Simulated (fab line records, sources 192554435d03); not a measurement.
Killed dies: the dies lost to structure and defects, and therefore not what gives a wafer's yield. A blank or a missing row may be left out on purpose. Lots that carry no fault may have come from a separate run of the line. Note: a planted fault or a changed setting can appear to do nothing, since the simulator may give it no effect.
The tool behind it: which one? ; flow n5_finfet ; 20 lots, 60 wafers sampled, at 6 steps of a route of 1938

## WHAT THE GAUGES READ, wafer by wafer
The record holds no reading of a measuring or inspecting step that can be judged against a usual standard deviation.

## WHICH TOOL RAN EACH LOT (tool, then ch and the chambers of the sampled wafers, then the start)
lot;N5_FIN_SAQP_HM_OPEN_73;N5_FIN_SAQP_MANDREL_ETCH_58;N5_FIN_SAQP_ETCH_67;N5_FIN_SAQP_ETCH_64;N5_FIN_CUT_ETCH_20;N5_STI_FIN_REVEAL_CMP_04
L074;rie_diel-05 ch 2,3, day 1 22:28;rie_si-03 ch 1,3, day 2 00:28;rie_diel-06 ch 0,2, day 2 01:03;rie_si-01 ch 0,1, day 2 02:17;rie_diel-02 ch 0,1,2, day 2 03:02;cmp-02 ch 1,2, day 2 09:08
L075;rie_diel-06 ch 0,2,3, day 2 04:41;rie_si-03 ch 1,2,3, day 2 07:01;rie_diel-05 ch 1,2,3, day 2 07:39;rie_si-06 ch 0,1,2, day 2 08:44;rie_diel-03 ch 0,1,2, day 2 09:30;cmp-04 ch 0,1,3, day 2 16:53
L076;rie_diel-06 ch 1,2,3, day 2 09:49;rie_si-06 ch 0,2,3, day 2 12:50;rie_diel-05 ch 0,1,3, day 2 13:37;rie_si-06 ch 0,1,2, day 2 14:49;rie_diel-03 ch 0,1,2, day 2 15:47;cmp-01 ch 1,2,3, day 2 22:27
L077;rie_diel-04 ch 0,1, day 2 15:59;rie_si-03 ch 0,3, day 2 18:03;rie_diel-06 ch 0,2,3, day 2 18:38;rie_si-06 ch 1,2,3, day 2 20:04;rie_diel-02 ch 2,3, day 2 20:50;cmp-02 ch 0,1,3, day 3 03:08
L080;rie_diel-04 ch 1,2,3, day 3 10:35;rie_si-01 ch 0,1,2, day 3 12:42;rie_diel-05 ch 0,2,3, day 3 13:19;rie_si-06 ch 0,1,2, day 3 14:34;rie_diel-02 ch 0,1,3, day 3 15:19;cmp-01 ch 0,1,2, day 3 21:18
L081;rie_diel-06 ch 0,1, day 3 17:04;rie_si-03 ch 0,3, day 3 19:15;rie_diel-05 ch 0,2, day 3 19:50;rie_si-03 ch 0,1,2, day 3 21:01;rie_diel-01 ch 0,2,3, day 3 21:50;cmp-02 ch 2,3, day 4 04:55
L082;rie_diel-06 ch 0,2, day 3 22:22;rie_si-03 ch 1,2, day 4 01:02;rie_diel-05 ch 1,2,3, day 4 01:38;rie_si-03 ch 0,1,2, day 4 02:43;rie_diel-03 ch 0,2, day 4 03:37;cmp-01 ch 1,2,3, day 4 10:38
L084;rie_diel-05 ch 0,1, day 4 09:45;rie_si-06 ch 1,2, day 4 12:57;rie_diel-04 ch 1,2,3, day 4 13:32;rie_si-03 ch 0,1,3, day 4 14:50;rie_diel-02 ch 0,3, day 4 15:35;cmp-02 ch 0,1,2, day 4 21:40
L085;rie_diel-04 ch 0,1, day 4 16:12;rie_si-01 ch 1,2, day 4 18:13;rie_diel-04 ch 0,2, day 4 18:48;rie_si-06 ch 0,1,3, day 4 20:02;rie_diel-02 ch 0,1, day 4 20:55;cmp-02 ch 1,2,3, day 5 02:58
L086;rie_diel-04 ch 0,1,2, day 4 21:10;rie_si-03 ch 0,1,2, day 4 23:10;rie_diel-06 ch 2,3, day 4 23:53;rie_si-06 ch 0,1,3, day 5 01:02;rie_diel-02 ch 0,2,3, day 5 01:58;cmp-01 ch 0,3, day 5 08:23
L087;rie_diel-04 ch 1,2, day 5 06:28;rie_si-01 ch 0,2, day 5 08:32;rie_diel-04 ch 1,2,3, day 5 09:07;rie_si-01 ch 0,2, day 5 10:34;rie_diel-01 ch 2,3, day 5 11:31;cmp-01 ch 1,2, day 5 17:32
L088;rie_diel-06 ch 1,2,3, day 5 09:51;rie_si-01 ch 0,1,2, day 5 11:52;rie_diel-06 ch 1,2,3, day 5 12:27;rie_si-06 ch 0,2,3, day 5 13:33;rie_diel-02 ch 1,2,3, day 5 14:20;cmp-02 ch 0,1,3, day 5 20:34
L089;rie_diel-04 ch 1,2,3, day 5 16:23;rie_si-01 ch 0,2, day 5 18:28;rie_diel-05 ch 0,1,3, day 5 19:14;rie_si-01 ch 0,2,3, day 5 20:19;rie_diel-03 ch 1,3, day 5 21:11;cmp-02 ch 0,2, day 6 03:49
L090;rie_diel-05 ch 0,2, day 5 22:08;rie_si-01 ch 0,3, day 6 00:22;rie_diel-05 ch 0,1,3, day 6 00:57;rie_si-03 ch 1,3, day 6 02:02;rie_diel-01 ch 0,2, day 6 02:47;cmp-01 ch 1,3, day 6 08:49
L092;rie_diel-04 ch 1,2,3, day 6 09:56;rie_si-01 ch 0,2,3, day 6 12:14;rie_diel-06 ch 0,1,3, day 6 12:49;rie_si-03 ch 0,1,3, day 6 14:16;rie_diel-03 ch 0,1,2, day 6 15:01;cmp-01 ch 0,2,3, day 6 21:03
L093;rie_diel-04 ch 1,2, day 6 15:56;rie_si-01 ch 0,1,2, day 6 19:08;rie_diel-05 ch 2,3, day 6 19:44;rie_si-01 ch 2,3, day 6 20:49;rie_diel-03 ch 2,3, day 6 21:43;cmp-02 ch 0,1,3, day 7 03:53
L094;rie_diel-05 ch 2,3, day 6 22:15;rie_si-03 ch 1,3, day 7 00:38;rie_diel-04 ch 0,2,3, day 7 01:13;rie_si-03 ch 0,2,3, day 7 02:50;rie_diel-03 ch 2,3, day 7 03:35;cmp-02 ch 1,2, day 7 09:34
L095;rie_diel-06 ch 1,2,3, day 7 04:25;rie_si-03 ch 0,1,3, day 7 06:25;rie_diel-05 ch 0,1,3, day 7 07:01;rie_si-01 ch 0,1,3, day 7 08:08;rie_diel-02 ch 0,1,3, day 7 08:53;cmp-04 ch 0,1,2, day 7 14:53
L096;rie_diel-05 ch 0,1,3, day 7 09:35;rie_si-03 ch 0,1,2, day 7 11:46;rie_diel-04 ch 1,2, day 7 12:21;rie_si-06 ch 0,1,3, day 7 13:48;rie_diel-02 ch 0,3, day 7 14:36;cmp-04 ch 1,2,3, day 7 22:45
L097;rie_diel-04 ch 2,3, day 7 17:20;rie_si-03 ch 2,3, day 7 19:22;rie_diel-06 ch 0,3, day 7 19:57;rie_si-03 ch 0,1, day 7 21:55;rie_diel-03 ch 0,1,2, day 7 22:40;cmp-01 ch 1,2, day 8 04:39
- N5_FIN_SAQP_HM_OPEN_73: chemistry CHF3/O2, target SiO2, stops on a-Si, target depth 12 nm, time 16.8 s.
- N5_FIN_SAQP_MANDREL_ETCH_58: etches a-Si in HBr/Cl2, stops on SiNx, target depth 45 nm, bt time 10 s, time 27 s.
- N5_FIN_SAQP_ETCH_67: etches SiNx in CH3F/O2, target depth 30 nm.
- N5_FIN_SAQP_ETCH_64: etches SiO2 in CF4, target depth 1.5 nm.
- N5_FIN_CUT_ETCH_20: etches SiARC in CF4, target depth 26 nm, time 43.3 s.
- N5_STI_FIN_REVEAL_CMP_04: polishes, stops on Si3N4, t overpolish 4 s, target thk 131.83 nm.

## WHAT THE TOOLS THEMSELVES READ (means of the sampled wafers that have a number; where no wafer has one, the mark that the record gives instead)
N5_FIN_SAQP_HM_OPEN_73. Usual: drypump_motor_current_A 5.7 A, standard deviation 0.41; mfc_ar_sccm 200.0 sccm, standard deviation 0.6; oes_product_au 0.45 a.u., standard deviation 0.044; rf_vpp_V 529 V, standard deviation 21; showerhead_plenum_p_Torr 2.45 Torr, standard deviation 0.058; throttle_valve_pct 18.85 %, standard deviation 0.19.
lot;tool;drypump_motor_current_A (A);mfc_ar_sccm (sccm);oes_product_au (a.u.);rf_vpp_V (V);showerhead_plenum_p_Torr (Torr);throttle_valve_pct (%);flag
L074;rie_diel-05;5.8;200.3;0.48;537;2.48;18.70;
L075;rie_diel-06;5.8;200.0;0.43;524;2.42;18.83;
L076;rie_diel-06;6.2;199.9;0.43;537;2.47;18.77;
L077;rie_diel-04;5.3;199.8;0.43;538;2.49;19.02;
L080;rie_diel-04;5.6;199.5;0.47;515;2.47;18.86;
L081;rie_diel-06;5.8;200.0;0.44;516;2.39;18.96;
L082;rie_diel-06;6.0;200.1;0.43;537;2.42;18.89;
L084;rie_diel-05;5.6;200.0;0.46;532;2.41;18.82;
L085;rie_diel-04;5.3;200.0;0.43;538;2.48;19.05;
L086;rie_diel-04;5.5;199.7;0.46;538;2.49;18.94;
L087;rie_diel-04;5.6;200.1;0.46;527;2.48;18.79;
L088;rie_diel-06;6.2;200.0;0.42;538;2.46;18.79;
L089;rie_diel-04;5.5;199.8;0.46;514;2.46;18.87;
L090;rie_diel-05;5.5;199.9;0.42;537;2.42;18.89;
L092;rie_diel-04;5.5;199.7;0.46;515;2.46;18.89;
L093;rie_diel-04;5.7;199.5;0.48;537;2.51;18.83;
L094;rie_diel-05;5.8;200.3;0.45;536;2.46;18.78;
L095;rie_diel-06;6.2;199.5;0.51;538;2.46;18.57;
L096;rie_diel-05;5.8;199.7;0.50;528;2.40;18.72;
L097;rie_diel-04;5.7;200.6;0.47;524;2.47;18.92;

N5_FIN_SAQP_MANDREL_ETCH_58. Usual: drypump_motor_current_A 5.7 A, standard deviation 0.3; oes_product_au 0.700 a.u., standard deviation 0.014; throttle_valve_pct 35.8 %, standard deviation 0.45.
lot;tool;drypump_motor_current_A (A);oes_product_au (a.u.);throttle_valve_pct (%);flag
L074;rie_si-03;5.3;0.689;36.2;
L075;rie_si-03;5.6;0.703;36.2;
L076;rie_si-06;5.8;0.698;35.9;
L077;rie_si-03;5.4;0.702;35.7;
L080;rie_si-01;5.8;0.688;35.7;
L081;rie_si-03;5.4;0.700;35.7;
L082;rie_si-03;5.6;0.710;36.2;
L084;rie_si-06;5.8;0.695;35.8;
L085;rie_si-01;5.8;0.684;36.1;
L086;rie_si-03;5.7;0.708;35.9;
L087;rie_si-01;5.8;0.702;35.4;
L088;rie_si-01;5.8;0.698;35.7;
L089;rie_si-01;5.8;0.703;35.2;
L090;rie_si-01;5.8;0.706;35.2;
L092;rie_si-01;5.9;0.704;35.3;
L093;rie_si-01;5.8;0.710;35.7;
L094;rie_si-03;5.3;0.689;36.2;
L095;rie_si-03;5.3;0.705;35.9;
L096;rie_si-03;5.7;0.714;35.9;
L097;rie_si-03;6.0;0.707;36.1;

N5_FIN_SAQP_ETCH_67. Usual: drypump_motor_current_A 5.7 A, standard deviation 0.39; mfc_ar_sccm 149.9 sccm, standard deviation 0.47; oes_product_au 0.76 a.u., standard deviation 0.089; rf_vpp_V 300 V, standard deviation 10; showerhead_plenum_p_Torr 2.03 Torr, standard deviation 0.053; throttle_valve_pct 16.38 %, standard deviation 0.21.
lot;tool;drypump_motor_current_A (A);mfc_ar_sccm (sccm);oes_product_au (a.u.);rf_vpp_V (V);showerhead_plenum_p_Torr (Torr);throttle_valve_pct (%);flag
L074;rie_diel-06;5.7;150.1;0.73;296;1.98;16.46;
L075;rie_diel-05;6.0;150.0;0.75;302;2.04;16.33;
L076;rie_diel-05;5.9;149.8;0.69;300;2.00;16.44;
L077;rie_diel-06;5.8;149.9;0.70;297;2.01;16.41;
L080;rie_diel-05;5.7;149.5;0.74;304;2.02;16.39;
L081;rie_diel-05;5.5;150.4;0.77;307;2.05;16.31;
L082;rie_diel-05;6.0;149.9;0.84;302;2.04;16.20;
L084;rie_diel-04;5.5;149.8;0.77;292;2.05;16.43;
L085;rie_diel-04;5.7;150.2;0.80;311;2.10;16.49;
L086;rie_diel-06;5.9;150.2;0.69;300;2.04;16.38;
L087;rie_diel-04;5.5;149.9;0.77;292;2.05;16.45;
L088;rie_diel-06;6.2;149.7;0.70;306;2.05;16.38;
L089;rie_diel-05;5.8;149.7;0.77;300;2.00;16.34;
L090;rie_diel-05;5.8;150.0;0.77;299;2.00;16.34;
L092;rie_diel-06;5.9;149.6;0.78;295;2.01;16.29;
L093;rie_diel-05;5.8;150.0;0.76;305;2.04;16.34;
L094;rie_diel-04;5.5;150.0;0.75;299;2.05;16.60;
L095;rie_diel-05;5.8;149.9;0.84;299;1.99;16.23;
L096;rie_diel-04;5.7;150.0;0.79;305;2.08;16.40;
L097;rie_diel-06;5.5;150.0;0.75;287;1.96;16.39;

N5_FIN_SAQP_ETCH_64. Usual: drypump_motor_current_A 5.7 A, standard deviation 0.3; oes_product_au 1.004 a.u., standard deviation 0.024; throttle_valve_pct 21.97 %, standard deviation 0.23.
lot;tool;drypump_motor_current_A (A);oes_product_au (a.u.);throttle_valve_pct (%);flag
L074;rie_si-01;5.7;0.981;22.24;
L075;rie_si-06;5.8;1.004;21.78;
L076;rie_si-06;5.8;1.005;21.78;
L077;rie_si-06;5.7;1.012;21.88;
L080;rie_si-06;5.8;0.999;21.78;
L081;rie_si-03;5.7;1.005;21.97;
L082;rie_si-03;5.7;1.008;21.96;
L084;rie_si-03;5.3;1.010;21.98;
L085;rie_si-06;5.7;1.030;21.86;
L086;rie_si-06;5.7;1.019;21.86;
L087;rie_si-01;5.8;1.014;21.89;
L088;rie_si-06;5.7;1.005;21.84;
L089;rie_si-01;5.8;1.001;21.88;
L090;rie_si-03;5.3;1.002;22.18;
L092;rie_si-03;5.3;1.012;21.98;
L093;rie_si-01;6.0;0.982;21.85;
L094;rie_si-03;5.6;1.003;21.99;
L095;rie_si-01;5.8;0.992;22.05;
L096;rie_si-06;5.7;1.027;21.86;
L097;rie_si-03;5.4;1.017;21.77;

N5_FIN_CUT_ETCH_20. Usual: drypump_motor_current_A 6.0 A (standard deviation 0.42); etch_rf_on_time_s 43.6 s (standard deviation 1.5); mfc_ar_sccm 100.0 sccm (standard deviation 0.32); oes_product_au 0.66 a.u. (standard deviation 0.07); rf_vpp_V 183.8 V (standard deviation 1.2); showerhead_plenum_p_Torr 2.13 Torr (standard deviation 0.061); throttle_valve_pct 15.64 % (standard deviation 0.25).
lot;tool;drypump_motor_current_A (A);etch_rf_on_time_s (s);mfc_ar_sccm (sccm);oes_product_au (a.u.);rf_vpp_V (V);showerhead_plenum_p_Torr (Torr);throttle_valve_pct (%);flag
L074;rie_diel-02;6.0;42.6;99.9;0.71;183.7;2.11;15.70;
L075;rie_diel-03;5.9;44.3;99.8;0.65;184.4;2.13;15.56;
L076;rie_diel-03;5.9;44.2;100.0;0.65;183.5;2.13;15.56;
L077;rie_diel-02;5.8;42.2;99.4;0.63;183.5;2.06;15.83;
L080;rie_diel-02;6.1;43.6;100.0;0.71;183.4;2.11;15.51;
L081;rie_diel-01;6.0;44.2;99.9;0.62;185.2;2.19;15.73;
L082;rie_diel-03;5.7;43.3;99.9;0.69;183.8;2.15;15.49;
L084;rie_diel-02;6.1;44.1;99.9;0.69;183.6;2.10;15.34;
L085;rie_diel-02;6.4;42.8;99.7;0.75;183.8;2.15;15.45;
L086;rie_diel-02;6.1;42.9;100.3;0.67;183.4;2.10;15.57;
L087;rie_diel-01;5.9;44.7;99.8;0.61;184.1;2.17;15.73;
L088;rie_diel-02;5.7;43.5;99.9;0.63;181.9;2.06;15.83;
L089;rie_diel-03;6.0;44.7;100.1;0.59;183.4;2.14;15.74;
L090;rie_diel-01;6.1;44.4;99.9;0.60;184.7;2.21;15.78;
L092;rie_diel-03;5.9;44.3;100.0;0.62;182.3;2.12;15.62;
L093;rie_diel-03;6.5;42.8;99.9;0.61;185.2;2.18;15.69;
L094;rie_diel-03;6.5;42.5;99.7;0.62;184.5;2.18;15.69;
L095;rie_diel-02;6.1;43.3;99.9;0.68;183.3;2.10;15.57;
L096;rie_diel-02;6.4;42.9;100.2;0.72;184.4;2.14;15.31;
L097;rie_diel-03;5.9;44.6;100.4;0.70;183.7;2.12;15.48;

N5_STI_FIN_REVEAL_CMP_04. Usual: motor_current_A 8.0 A, standard deviation 0.86; overpolish_run_s 4.001 s, standard deviation 0.0079; pad_life_wafers 790, standard deviation 580; slurry_filter_dp_kPa 13.51 kPa, standard deviation 0.13; time_to_endpoint_s 103 s, standard deviation 5.9.
lot;tool;motor_current_A (A);overpolish_run_s (s);pad_life_wafers;slurry_filter_dp_kPa (kPa);time_to_endpoint_s (s);flag
L074;cmp-02;8.2;4.003;1820;13.55;100;
L075;cmp-04;7.6;3.996;1442;13.52;99;
L076;cmp-01;7.9;3.999;314;13.58;98;
L077;cmp-02;8.0;4.000;1982;13.47;108;
L080;cmp-01;8.4;4.000;511;13.59;100;
L081;cmp-02;8.6;4.000;138;13.53;102;
L082;cmp-01;8.3;4.008;632;13.63;102;
L084;cmp-02;8.0;4.005;290;13.42;104;
L085;cmp-02;8.4;3.998;368;13.53;100;
L086;cmp-01;7.3;3.991;853;13.68;102;
L087;cmp-01;8.4;3.997;918;13.48;108;
L088;cmp-02;8.3;4.003;500;13.66;102;
L089;cmp-02;8.1;3.997;560;13.36;104;
L090;cmp-01;7.7;4.009;1040;13.59;101;
L092;cmp-01;7.2;4.008;1142;13.47;105;
L093;cmp-02;8.2;4.004;734;13.49;115;
L094;cmp-02;7.8;3.997;786;13.47;110;
L095;cmp-04;7.5;4.007;115;13.52;102;
L096;cmp-04;7.1;4.001;189;13.55;101;
L097;cmp-01;8.7;4.008;1416;13.43;108;

## THE ANSWER, worked out from the rows above alone
Rule: a lot counts as off when the mean over its wafers that have a number is more than 3 standard deviations away from the usual mean. Also off: a lot with no number at a reading for which 4 or more lots have one. All remaining lots with rows at the step are treated as sound. First the gauges in route order, then the tools' own readings, where a lot's mean is used as printed above. At the first step where some lot is off, the reading lying furthest off is the one used; lots without a number count as furthest.
No lot is off at any reading shown: from this, nothing can be told.

## WHAT HAD BEEN PUT IN BY THE SIMULATOR
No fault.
